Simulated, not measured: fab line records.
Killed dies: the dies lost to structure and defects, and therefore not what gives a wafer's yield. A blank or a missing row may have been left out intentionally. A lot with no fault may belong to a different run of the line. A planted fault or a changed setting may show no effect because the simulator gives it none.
Which tool is to blame?    flow n5_finfet    9 lots, 25 wafers sampled, at 5 steps of a route of 1938

== WHAT THE GAUGES READ, wafer by wafer ==
N5_GATE_CUT_CD_MEAS_13 targets a cd of 20 nm. Usual: cd_nm reads 19.83 nm (standard deviation 0.24).
lot   measured      on         cd_nm (nm)         flag
L711  day 4 17:41   cd_sem-03  19.89 19.76 19.95  
L714  day 5 10:06   cd_sem-01  20.03 19.92 20.21  
L715  day 5 18:59   cd_sem-02  19.84 19.81 20.06  
L718  day 6 13:53   cd_sem-03  19.67 19.72 20.05  
L730  day 10 07:59  cd_sem-01  20.30 19.96 19.88  
L731  day 10 10:31  cd_sem-01  19.76 20.11 19.52  
L728  day 10 10:53  cd_sem-01  19.80 19.84 19.59  
L732  day 10 11:49  cd_sem-01  19.58 19.78        
L733  day 10 18:37  cd_sem-01  19.82 19.78        

N5_BEOL_M4_RC_MEAS_101. Usual: DIBL_N 37.2 mV/V, standard deviation 2.1; DIBL_P 37.3 mV/V, standard deviation 2.3; IOFF_N 0.18 nA/um, standard deviation 0.041; IOFF_P 0.24 nA/um, standard deviation 0.042; ION_N 680 uA/um, standard deviation 13; ION_P 466 uA/um, standard deviation 7.7; SS_N 71.8 mV/dec, standard deviation 0.68; SS_P 73.5 mV/dec, standard deviation 0.66; VT_N 249 mV, standard deviation 3.6; VT_P -248 mV, standard deviation 3.4.
lot   measured      on         DIBL_N (mV/V)   DIBL_P (mV/V)   IOFF_N (nA/um)  IOFF_P (nA/um)  ION_N (uA/um)  ION_P (uA/um)  SS_N (mV/dec)   SS_P (mV/dec)   VT_N (mV)    VT_P (mV)       flag
L711  day 8 17:01   prober-01  34.4 33.4 35.9  34.0 33.2 36.3  0.15 0.13 0.18  0.20 0.17 0.23  677 665 684    472 455 463    70.9 70.7 71.7  73.2 73.0 73.2  249 250 245  -249 -254 -247  
L714  day 9 10:15   prober-02  37.4 38.0 35.2  34.9 36.7 31.8  0.14 0.16 0.11  0.19 0.21 0.15  667 666 652    458 458 450    71.9 71.9 70.9  73.1 73.1 71.9  251 249 257  -251 -251 -256  
L715  day 9 13:08   prober-02  39.4 35.0 35.1  39.2 33.6 34.5  0.25 0.14 0.15  0.30 0.21 0.23  694 656 679    472 460 471    72.9 71.2 70.9  73.9 72.8 73.0  243 252 248  -246 -249 -248  
L718  day 9 19:36   prober-01  34.2 36.8 38.3  34.9 37.7 39.7  0.13 0.17 0.22  0.18 0.24 0.27  669 677 696    460 465 475    71.1 71.3 72.6  72.9 73.5 73.5  252 246 242  -253 -247 -247  
L730  day 14 01:07  prober-02  38.3 37.0 36.4  36.8 34.8 35.6  0.17 0.15 0.15  0.22 0.20 0.21  676 687 677    462 465 474    71.4 71.8 71.5  73.8 72.7 73.0  248 250 250  -248 -249 -249  
L731  day 14 21:18  prober-02  35.5 36.6 38.1  36.1 37.3 39.4  0.15 0.17 0.23  0.19 0.22 0.26  678 667 704    459 457 473    71.7 71.9 72.0  73.9 74.1 74.4  251 248 242  -252 -249 -248  
L728  day 14 04:46  prober-01  36.4 36.9 35.1  38.7 39.7 37.1  0.18 0.18 0.15  0.25 0.26 0.23  686 690 674    472 480 469    72.6 72.1 72.0  73.6 73.6 73.0  246 247 250  -246 -245 -249  
L732  day 14 20:22  prober-01  33.0 34.9       34.6 36.7       0.12 0.14       0.19 0.23       675 666        472 466        70.5 71.6       72.3 72.7       250 252      -252 -248       
L733  day 15 00:02  prober-02  37.5 38.1       36.9 37.8       0.18 0.20       0.25 0.27       675 677        466 463        72.0 72.2       73.6 74.2       251 248      -249 -245       

== TOOL THAT RAN EACH LOT (tool first, then ch and the chambers of the sampled wafers, then the start) ==
lot   N5_GATE_CUT_ETCH_37                 N5_GATE_CUT_STRIP_41                N5_GATE_CUT_CUT_ETCH_53
L711  rie_diel-03 ch 0,1,3, day 4 18:20   rie_diel-03 ch 0,1,3, day 4 18:28   rie_metal-02 ch 0,1, day 4 18:39
L714  rie_diel-01 ch 0,2, day 5 10:22     rie_diel-01 ch 0,2, day 5 10:31     rie_metal-03 ch 0,1, day 5 10:41
L715  rie_diel-03 ch 1,2, day 5 19:11     rie_diel-03 ch 1,2, day 5 19:20     rie_metal-02 ch 0,1, day 5 19:31
L718  rie_diel-03 ch 1,2, day 6 14:05     rie_diel-03 ch 1,2, day 6 14:14     rie_metal-01 ch 0,1, day 6 14:25
L730  rie_diel-01 ch 1,2,3, day 10 08:11  rie_diel-01 ch 1,2,3, day 10 08:20  rie_metal-02 ch 0,1, day 10 08:30
L731  rie_diel-03 ch 0,1,2, day 10 10:51  rie_diel-03 ch 0,1,2, day 10 11:00  rie_metal-01 ch 0,1, day 10 11:10
L728  rie_diel-01 ch 0,2,3, day 10 11:05  rie_diel-01 ch 0,2,3, day 10 11:14  rie_metal-02 ch 0, day 10 11:28
L732  rie_diel-01 ch 0,2, day 10 12:10    rie_diel-01 ch 0,2, day 10 12:19    rie_metal-01 ch 1, day 10 12:29
L733  rie_diel-03 ch 0,1, day 10 19:09    rie_diel-03 ch 0,1, day 10 19:18    rie_metal-03 ch 1, day 10 19:28
- N5_GATE_CUT_ETCH_37: etches SOC in N2/H2, target depth 60 nm, overetch 12 nm, time 90 s.
- N5_GATE_CUT_STRIP_41: strips in CF4.
- N5_GATE_CUT_CUT_ETCH_53: etches W in SF6/Cl2, target depth 79.2 nm.

== AS READ BY THE TOOLS THEMSELVES (means over the sampled wafers that have a number; for cases with no such wafer, the mark the record gives instead) ==
N5_GATE_CUT_ETCH_37. Usual: drypump_motor_current_A 5.8 A, standard deviation 0.49; oes_product_au 0.72 a.u., standard deviation 0.077; rf_vpp_V 524.3 V, standard deviation 2.3; showerhead_plenum_p_Torr 2.56 Torr, standard deviation 0.082; throttle_valve_pct 17.72 %, standard deviation 0.29.
lot   tool         drypump_motor_current_A (A)  oes_product_au (a.u.)  rf_vpp_V (V)  showerhead_plenum_p_Torr (Torr)  throttle_valve_pct (%)  flag
L711  rie_diel-03  5.9                          0.67                   525.7         2.60                             17.84                   
L714  rie_diel-01  6.2                          0.77                   525.0         2.59                             17.61                   
L715  rie_diel-03  5.9                          0.68                   525.2         2.59                             17.86                   
L718  rie_diel-03  5.9                          0.67                   525.4         2.59                             17.87                   
L730  rie_diel-01  5.6                          0.79                   525.9         2.59                             17.45                   
L731  rie_diel-03  5.6                          0.67                   524.6         2.57                             17.87                   
L728  rie_diel-01  5.8                          0.77                   524.0         2.55                             17.53                   
L732  rie_diel-01  6.2                          0.73                   524.2         2.58                             17.70                   
L733  rie_diel-03  5.5                          0.67                   524.8         2.58                             17.95                   

N5_GATE_CUT_STRIP_41. Usual: bias_power_w 75.00 W, standard deviation 0.24; drypump_motor_current_A 5.8 A, standard deviation 0.49; oes_product_au 0.187 a.u., standard deviation 0.02; rf_vpp_V 271.4 V, standard deviation 1.4; showerhead_plenum_p_Torr 1.80 Torr, standard deviation 0.056; throttle_valve_pct 13.47 %, standard deviation 0.29.
lot   tool         bias_power_w (W)  drypump_motor_current_A (A)  oes_product_au (a.u.)  rf_vpp_V (V)  showerhead_plenum_p_Torr (Torr)  throttle_valve_pct (%)  flag
L711  rie_diel-03  74.95             5.8                          0.175                  271.7         1.84                             13.65                   
L714  rie_diel-01  74.66             6.2                          0.201                  271.3         1.82                             13.35                   
L715  rie_diel-03  75.03             5.9                          0.175                  271.8         1.82                             13.60                   
L718  rie_diel-03  75.13             5.9                          0.171                  271.1         1.82                             13.62                   
L730  rie_diel-01  74.88             5.6                          0.208                  272.5         1.83                             13.21                   
L731  rie_diel-03  75.08             5.6                          0.175                  271.5         1.82                             13.64                   
L728  rie_diel-01  74.83             5.8                          0.200                  270.7         1.80                             13.32                   
L732  rie_diel-01  75.03             6.1                          0.186                  270.4         1.81                             13.43                   
L733  rie_diel-03  75.04             5.5                          0.170                  272.9         1.83                             13.73                   

N5_GATE_CUT_CUT_ETCH_53. Usual: drypump_motor_current_A 5.4 A, standard deviation 0.36; etch_rf_on_time_s 26.3 s, standard deviation 0.5; oes_product_au 0.70 a.u., standard deviation 0.091; throttle_valve_pct 29.1 %, standard deviation 0.34.
lot   tool          drypump_motor_current_A (A)  etch_rf_on_time_s (s)  oes_product_au (a.u.)  throttle_valve_pct (%)  flag
L711  rie_metal-02  5.2                          25.3                   0.80                   28.7                    
L714  rie_metal-03  5.5                          26.9                   0.73                   29.1                    
L715  rie_metal-02  5.2                          25.9                   0.68                   29.0                    
L718  rie_metal-01  5.4                          26.5                   0.70                   29.2                    
L730  rie_metal-02  5.2                          31.4                   0.67                   28.7                    OFF
L731  rie_metal-01  5.7                          26.4                   0.65                   29.4                    
L728  rie_metal-02  5.2                          28.6                   0.78                   28.5                    OFF
L732  rie_metal-01  6.0                          26.2                   0.61                   29.6                    
L733  rie_metal-03  5.7                          26.5                   0.74                   29.2                    

== THE ANSWER, worked out from the rows above alone ==
Rule: a lot is off if the mean of its wafers that have a number lies more than 3 standard deviations from the usual mean. A lot without any number at a reading at which 4 lots or more have one is off too. The other lots that the step has rows for count as sound. The gauges are gone through in route order, then the tools' own readings, and for those a lot's mean is taken as printed above. The first step at which some lot is off is used, and at that step the reading that is off furthest; a lot without a number counts as furthest.
Off: L730, L728, at N5_GATE_CUT_CUT_ETCH_53 (etch_rf_on_time_s).
A tool fits if, at that step or a process step before it, it ran every lot that is off, and no sound lot after the first of them. One fits: rie_metal-02 at N5_GATE_CUT_CUT_ETCH_53. A fault onset in the window from L715 (day 5 19:31, its last sound lot) to L730 (day 10 08:30, its first lot off) fits.
On the lots that are off, the tool's own readings at N5_GATE_CUT_CUT_ETCH_53 differ by more than 5 times the standard deviation of the sound lots' means, which bears it out; etch_rf_on_time_s reads 30.0 s there versus 26.2 s on the sound lots.

== WHAT THE SIMULATOR PUT IN ==
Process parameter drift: rie_metal-02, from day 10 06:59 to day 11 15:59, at N5_GATE_CUT_CUT_ETCH_53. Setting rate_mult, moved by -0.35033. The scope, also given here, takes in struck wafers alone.
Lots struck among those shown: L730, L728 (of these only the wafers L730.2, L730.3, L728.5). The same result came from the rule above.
